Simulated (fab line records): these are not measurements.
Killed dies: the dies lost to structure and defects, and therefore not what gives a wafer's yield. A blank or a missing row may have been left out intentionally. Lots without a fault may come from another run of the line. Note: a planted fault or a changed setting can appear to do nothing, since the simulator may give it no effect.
Which tool was responsible? | flow nandHarc | 13 lots, 39 wafers sampled, at 5 steps of a route of 1159

## WHAT THE GAUGES SHOWED, per wafer
NHARC_A_BONDPAD_CD_MEAS_13. Usual: 500 nm for cdNm, sd 3.1.
lot  | measured     | on       | cdNm (nm)   | flag
L625 | day 18 06:19 | cdSem-01 | 497 496 499 | 
L628 | day 18 18:41 | cdSem-01 | 497 499 497 | 
L626 | day 18 18:50 | cdSem-03 | 502 500 504 | 
L629 | day 18 22:45 | cdSem-02 | 504 503 505 | 
L631 | day 19 19:53 | cdSem-02 | 497 496 499 | 
L632 | day 19 23:28 | cdSem-01 | 502 498 497 | 
L633 | day 20 01:37 | cdSem-03 | 493 495 495 | 
L634 | day 20 01:59 | cdSem-03 | 502 502 504 | 
L635 | day 20 04:52 | cdSem-01 | 496 498 500 | 
L638 | day 20 20:08 | cdSem-01 | 500 502 500 | 
L637 | day 20 23:19 | cdSem-03 | 502 500 499 | 
L639 | day 22 02:18 | cdSem-01 | 502 499 498 | 
L644 | day 22 03:11 | cdSem-01 | 500 499 500 | 

NHARC_END_SORT_01. Usual: defectLimitedYield 95.7 %, standard deviation 1.5; killedAtArray 25, standard deviation 10; killedAtOther 0.6, standard deviation 0.91; killedAtPeriphery 3.6, standard deviation 2.9; killedDies 29, standard deviation 10; killedOpen 3.3, standard deviation 2; killedShort 1.9, standard deviation 1.5; sort_bin_2_pct 1.3 %, standard deviation 0.61; sort_bin_3_pct 0.26 %, standard deviation 0.19; sort_bin_4_pct 2.7 %, standard deviation 1; sortNPass 648, standard deviation 10; sortRimYieldPct 94 %, standard deviation 3.2; sortYieldPct 95.7 %, standard deviation 1.5.
lot  | measured     | on        | defectLimitedYield (%) | killedAtArray | killedAtOther | killedAtPeriphery | killedDies | killedOpen | killedShort | sort_bin_2_pct (%) | sort_bin_3_pct (%) | sort_bin_4_pct (%) | sortNPass   | sortRimYieldPct (%) | sortYieldPct (%) | flag
L629 | day 20 05:04 | prober-02 | 93.1 94.2 93.1         | 43 30 43      | 0 1 0         | 4 8 4             | 47 39 47   | 7 2 13     | 1 3 6       | 1.5 1.3 1.3        | 0.44 0.44 0.44     | 5.0 4.0 5.2        | 630 638 630 | 94 94 85            | 93.1 94.2 93.1   | 
L631 | day 21 12:27 | prober-01 | 94.5 96.9 95.1         | 33 19 31      | 0 0 0         | 4 2 2             | 37 21 33   | 6 5 6      | 4 1 0       | 1.0 1.0 1.3        | 0.30 0.15 0.30     | 4.1 1.9 3.2        | 640 656 644 | 94 92 94            | 94.5 96.9 95.1   | 
L632 | day 21 03:53 | prober-02 | 98.4 98.8 98.5         | 7 7 7         | 1 1 1         | 3 0 2             | 11 8 10    | 1 3 1      | 1 0 0       | 0.7 0.3 0.4        | 0.15 0.30 0.15     | 0.7 0.6 0.9        | 666 669 667 | 98 98 96            | 98.4 98.8 98.5   | 
L633 | day 21 11:39 | prober-02 | 97.0 97.0 96.2         | 18 16 24      | 1 0 0         | 1 4 2             | 20 20 26   | 1 5 3      | 2 3 2       | 0.6 1.3 1.2        | 0.15 0.30 0.15     | 2.2 1.3 2.5        | 657 657 651 | 97 97 96            | 97.0 97.0 96.2   | 
L634 | day 21 19:27 | prober-02 | 95.6 96.5              | 18 16         | 0 0           | 12 8              | 30 24      | 4 3        | 2 1         | 1.8 0.6            | 0.15 0.15          | 2.5 2.8            | 647 653     | 90 94               | 95.6 96.5        | 
L635 | day 21 19:29 | prober-01 | 95.4 94.8 96.6         | 26 23 17      | 1 4 2         | 4 8 4             | 31 35 23   | 4 4 1      | 2 1 1       | 1.8 1.0 1.3        | 0.30 0.44 0.15     | 2.5 3.7 1.9        | 646 642 654 | 95 90 95            | 95.4 94.8 96.6   | 
L638 | day 22 11:46 | prober-02 | 96.8 96.2 95.6         | 19 24 27      | 0 1 0         | 3 1 3             | 22 26 30   | 4 5 3      | 3 0 1       | 1.0 1.5 0.7        | 0.30 0.44 0.15     | 1.9 1.9 3.5        | 655 651 647 | 92 99 98            | 96.8 96.2 95.6   | 
L644 | day 23 12:20 | prober-01 | 98.2 97.5 96.5         | 10 15 18      | 0 0 1         | 2 2 5             | 12 17 24   | 0 1 7      | 1 0 1       | 0.7 0.4 1.5        | 0.15 0.30 0        | 0.9 1.8 2.1        | 665 660 653 | 96 97 95            | 98.2 97.5 96.5   | 

## EACH LOT AND THE TOOL THAT RAN IT (in order: tool; ch and the chambers of the sampled wafers; start)
lot  | NHARC_A_M1_PVD_21                      | NHARC_A_BONDPAD_ETCH_12                      | NHARC_THIN_TSV_ECD_20
L625 | pvdSputter-02, day 18 06:19 or earlier | rieDiel-03 ch 0,1,2, day 18 06:19 or earlier | ecdCu-01 ch 0,1, day 19 02:26
L628 | pvdSputter-03, day 18 18:41 or earlier | rieDiel-03 ch 0,1,3, day 18 18:41 or earlier | ecdCu-01 ch 0,1, day 19 14:20
L626 | pvdSputter-02, day 18 18:50 or earlier | rieDiel-01 ch 0,1,3, day 18 18:50 or earlier | ecdCu-01 ch 0,1, day 19 15:49
L629 | pvdSputter-01, day 18 22:45 or earlier | rieDiel-01 ch 2,3, day 18 22:45 or earlier   | ecdCu-02 ch 0,1, day 19 17:06
L631 | pvdSputter-03, day 19 19:53 or earlier | rieDiel-01 ch 0,1,2, day 19 19:53 or earlier | ecdCu-01 ch 0,1, day 20 17:33
L632 | pvdSputter-01, day 19 23:28 or earlier | rieDiel-01 ch 1,2,3, day 19 23:28 or earlier | ecdCu-02 ch 0,1, day 20 18:46
L633 | pvdSputter-03, day 20 01:37 or earlier | rieDiel-01 ch 1,2, day 20 01:37 or earlier   | ecdCu-01 ch 0,1, day 20 20:22
L634 | pvdSputter-02, day 20 01:59 or earlier | rieDiel-01 ch 0,3, day 20 01:59 or earlier   | ecdCu-02 ch 0, day 20 22:32
L635 | pvdSputter-03, day 20 04:52 or earlier | rieDiel-01 ch 0,1,2, day 20 04:52 or earlier | ecdCu-02 ch 0,1, day 20 21:28
L638 | pvdSputter-01, day 20 20:08 or earlier | rieDiel-01 ch 0,1,3, day 20 20:08 or earlier | ecdCu-02 ch 0,1, day 21 17:07
L637 | pvdSputter-02, day 20 23:19 or earlier | rieDiel-01 ch 1,3, day 20 23:19 or earlier   | ecdCu-01 ch 0, day 21 15:58
L639 | pvdSputter-03, day 22 02:18 or earlier | rieDiel-12 ch 0,1,3, day 22 02:18 or earlier | ecdCu-01 ch 0,1, day 22 18:02
L644 | pvdSputter-02, day 22 03:11 or earlier | rieDiel-01 ch 1,3, day 22 03:11 or earlier   | ecdCu-01 ch 0,1, day 23 00:55
- NHARC_A_M1_PVD_21: deposits Cu, target thk 30 nm, time 20.49 s.
- NHARC_A_BONDPAD_ETCH_12: etches the open film in CHF3/O2, target depth 220 nm, time 110 s.
- NHARC_THIN_TSV_ECD_20: material Cu, target thk 2000 nm.

## AS READ BY THE TOOLS THEMSELVES (means over the sampled wafers that have a number; for cases with no such wafer, the mark the record gives instead)
NHARC_A_M1_PVD_21. Usual: 30.0 % for throttleValvePct, sd 1.2.
lot  | tool          | throttleValvePct (%) | flag
L625 | pvdSputter-02 | 31.1                 | 
L628 | pvdSputter-03 | 29.1                 | 
L626 | pvdSputter-02 | 30.3                 | 
L629 | pvdSputter-01 | 30.2                 | 
L631 | pvdSputter-03 | 30.1                 | 
L632 | pvdSputter-01 | 29.9                 | 
L633 | pvdSputter-03 | 29.1                 | 
L634 | pvdSputter-02 | 31.9                 | 
L635 | pvdSputter-03 | 30.3                 | 
L638 | pvdSputter-01 | 30.6                 | 
L637 | pvdSputter-02 | 30.7                 | 
L639 | pvdSputter-03 | 29.1                 | 
L644 | pvdSputter-02 | 30.1                 | 

NHARC_A_BONDPAD_ETCH_12. Usual: drypumpMotorCurrentA 5.8 A, standard deviation 0.4; oesProductAu 0.949 a.u., standard deviation 0.024; rfVppV 370.3 V, standard deviation 2.5; showerheadPlenumPTorr 2.39 Torr, standard deviation 0.11; throttleValvePct 20.574 %, standard deviation 0.0096.
lot  | tool       | drypumpMotorCurrentA (A) | oesProductAu (a.u.) | rfVppV (V) | showerheadPlenumPTorr (Torr) | throttleValvePct (%) | flag
L625 | rieDiel-03 | 5.8                      | 0.964               | 369.9      | 2.38                         | 20.573               | 
L628 | rieDiel-03 | 6.2                      | 0.937               | 369.7      | 2.32                         | 20.571               | 
L626 | rieDiel-01 | 5.9                      | 0.921               | 371.8      | 2.42                         | 20.572               | 
L629 | rieDiel-01 | 5.7                      | 0.956               | 368.2      | 2.32                         | 20.575               | 
L631 | rieDiel-01 | 5.6                      | 0.922               | 370.4      | 2.45                         | 20.579               | 
L632 | rieDiel-01 | 5.7                      | 0.963               | 368.8      | 2.35                         | 20.570               | 
L633 | rieDiel-01 | 5.4                      | 0.915               | 370.9      | 2.40                         | 20.578               | 
L634 | rieDiel-01 | 6.1                      | 0.973               | 371.4      | 2.46                         | 20.571               | 
L635 | rieDiel-01 | 5.6                      | 0.917               | 371.9      | 2.45                         | 20.567               | 
L638 | rieDiel-01 | 5.9                      | 0.967               | 371.3      | 2.42                         | 20.575               | 
L637 | rieDiel-01 | 5.7                      | 0.963               | 369.5      | 2.38                         | 20.580               | 
L639 | rieDiel-12 | 5.8                      | 0.937               | 372.3      | 2.49                         | 20.578               | 
L644 | rieDiel-01 | 5.9                      | 0.963               | 368.8      | 2.32                         | 20.579               | 

## THE ANSWER, worked out from the rows above alone
Rule: take the mean of a lot's wafers that have a number; if it is more than 3 standard deviations from the usual mean, the lot is off. Also off: a lot with no number at a reading for which 4 or more lots have one. The other lots that the step has rows for count as sound. The gauges are gone through in route order, then the tools' own readings, and for those a lot's mean is taken as printed above. The first step at which some lot is off is used, and at that step the reading that is off furthest; a lot without a number counts as furthest.
None of the lots is off at any reading shown; this tells nothing.

## WHAT WAS PUT IN BY THE SIMULATOR
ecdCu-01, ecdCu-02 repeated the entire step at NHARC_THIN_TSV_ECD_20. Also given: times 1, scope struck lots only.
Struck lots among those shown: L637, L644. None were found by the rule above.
